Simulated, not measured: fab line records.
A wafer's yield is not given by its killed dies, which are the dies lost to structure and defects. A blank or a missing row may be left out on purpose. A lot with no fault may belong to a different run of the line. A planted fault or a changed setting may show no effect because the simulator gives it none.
A struck lot beside a sound one + flow nand harc + 22 out of 1302 route steps
Sound: the wafers L454.1, L454.3, L454.6. Struck: wafers L460.2, L460.3, L460.6. The cause is named last.
For every step that has rows: the tool of each side, followed by ch and its chambers, followed by its first start. Under that, the readings that differ: sound wafers + struck wafers + difference of the means + sigmas: that difference in standard deviations of wafers without a fault.
alike: readings whose means differ by less than 2 such deviations, and words and numbers that are the same on both sides. not compared: withheld readings, readings that some wafer has no value for, bounds like >300 that may hide the same value, and numbers for which the record gives no deviation and whose values overlap.
Wherever a step has rows on one side only, a row that says differs or no value, or a row with sigmas, the two part there. When numbers do not overlap yet have no deviation, they are printed without sigmas and do not part them. A reading missing from all wafers of one side parts the sides only when that side holds two or more wafers.

first, 5 steps without rows for these wafers: NHARC_A_DECK1_JOINT_WET_08 (chemistry H3PO4, time 86 s); NHARC_A_DECK1_JOINT_ETCH_09 (etches SiO2 in dHF, target depth 5 nm); NHARC_A_DECK1_JOINT_WET_10 (chemistry H3PO4, time 86 s); NHARC_A_DECK1_JOINT_ETCH_11 (etches SiO2 in dHF, target depth 35 nm); NHARC_A_DECK1_JOINT_CVD_12 (deposits poly-Si, target thk 90 nm, time 1800 s).
NHARC_A_DECK1_JOINT_CMP_13: polishes, target thk 51.023 nm.
  sound on cmp-01 ch 2,3, day 13 17:56; struck on cmp-02 ch 1,2, day 16 02:38
  alike: edge zone pressure frac, motor current A, time to endpoint s
NHARC_A_DECK1_JOINT_THK_MEAS_14: measures by ellipsometry.
  sound on film metro-02, day 13 18:11; struck on film metro-02, day 16 02:53
  alike: thk nm
after that, 1 step had no rows for these wafers: NHARC_A_DECK1_JOINT_SRD_04.
NHARC_A_DECK1_JOINT_ETCHBACK_00: etches the open film in HBr, target depth 30 nm, time 17.4 s.
  sound on rie si-01 ch 1,2,3, day 13 18:19; struck on rie si-06 ch 0,1, day 16 03:01
  alike: chamber pressure mTorr, drypump motor current A, oes product au, throttle valve pct
  not compared: rf hours counter h
then, 3 steps without rows for these wafers: NHARC_A_DECK1_JOINT_PRECLEAN_30 (cleans in SC1); NHARC_A_DECK1_JOINT_SRD_31; NHARC_A_DECK1_JOINT_CVD_34 (deposits SiNx, target thk 20 nm).
NHARC_A_DECK1_JOINT_DEP_06: deposits SiOx, target thk 80 nm.
  sound on fcvd-02 ch 0,1, day 14 00:56; struck on fcvd-02 ch 0,1, day 16 09:39
then, 4 steps without rows for these wafers: NHARC_A_DECK1_JOINT_CURE_26 (time 32 s); NHARC_A_DECK1_JOINT_ANNEAL_27 (time 3600 s); NHARC_A_DECK1_JOINT_ANNEAL_28 (time 1800 s); NHARC_A_DECK1_JOINT_ANNEAL_29 (time 1800 s).
NHARC_A_DECK1_JOINT_CMP_02: polishes SiOx.
  sound on cmp-04 ch 2,3, day 14 16:20; struck on cmp-04 ch 1,2,3, day 17 04:23
  alike: edge zone pressure frac, motor current A
after that, 1 step had no rows for these wafers: NHARC_A_DECK1_JOINT_SRD_15.
NHARC_A_DECK1_JOINT_DEP_16: deposits SiO2, target thk 45 nm.
  sound on pecvd-02 ch 0,2, day 14 16:43; struck on pecvd-04 ch 0,2, day 17 04:47
  alike: heater power w, throttle valve pct
NHARC_A_DECK1_JOINT_THK_MEAS_17: measures by ellipsometry.
  sound on film metro-01, day 14 17:00; struck on film metro-02, day 17 05:06
  alike: thk nm
-- jump in the record: it breaks off in module A_DECK1_JOINT and resumes in module END (first step shown: number 1302 of the route), and 14 days separate the struck wafers' starts before and after --
NHARC_END_SORT_01:
  sound on prober-02 ch 0, day 26 16:41; struck on prober-01 ch 0, day 31 03:52
| reading         | sound    | struck      | difference | sigmas |
|-----------------|----------|-------------|------------|--------|
| killed at array | 61 63 65 | 114 118 103 | +49        | +3     |
| killed dies     | 69 68 67 | 119 122 109 | +49        | +3     |
  alike: killed at other, killed at periphery, killed open, killed short

WHERE THEY PART
Within this record, at NHARC_END_SORT_01 only.

WHY: whatever the simulator had introduced
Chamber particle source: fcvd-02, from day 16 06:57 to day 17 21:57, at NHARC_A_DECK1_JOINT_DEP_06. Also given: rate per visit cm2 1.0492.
